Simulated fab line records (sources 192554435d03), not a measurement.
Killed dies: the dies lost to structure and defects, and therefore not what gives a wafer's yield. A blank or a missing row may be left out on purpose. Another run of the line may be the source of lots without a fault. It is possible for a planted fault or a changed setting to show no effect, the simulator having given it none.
Chamber matching	flow n5Finfet	pecvd-02 running N5_BEOL_M4_PECVD_72: 3 sister chambers
The step deposits SiO2 from TEOS/O2, target thk 16 nm, time 18 s. 6 wafers are shown with their chamber, then 12 later ones without.

## WAFERS WITH THEIR CHAMBER
wafer	chamber	throttleValvePct (%)	heaterPowerOuterW (W)
L084.6	2	21.4	487
L088.3	1	23.1	600
L088.4	0	23.8	376
L091.3	1	23.3	585
L091.5	0	23.9	383
L091.6	2	21.4	425

## WAFERS WHOSE CHAMBER IS MISSING
wafer	throttleValvePct (%)	heaterPowerOuterW (W)
L093.2	24.3	396
L093.4	21.1	404
L093.6	24.0	401
L095.1	23.8	402
L095.3	23.1	502
L095.6	23.2	501
L097.1	23.5	631
L097.3	21.7	495
L097.6	21.7	506
L096.1	24.0	368
L096.4	23.2	611
L096.5	21.6	507

## THE CHAMBER EACH PASSED THROUGH
wafer	from the rows above	in truth
L093.2	0	0
L093.4	2	2
L093.6	0	0
L095.1	0	0
L095.3	1	1
L095.6	1	1
L097.1	1	1
L097.3	2	2
L097.6	2	2
L096.1	0	0
L096.4	1	1
L096.5	2	2
Correctly placed: 12 of 12. Left unplaced by these rows: 0. Number placed wrongly: 0.
How it was worked out, from the rows above alone: a wafer's distance from a chamber is the root of the sum, over the readings, of the square of ((its reading less the chamber's mean) divided by the reading's scatter). The wafer belongs to the nearest chamber; if the next one is less than 2 further off, it can't be placed. The mean given for a chamber averages the wafers shown for that chamber. The scatter: the root of (the sum of the squares of (reading less its chamber's mean) over the shown wafers, divided by (wafers less chambers)).
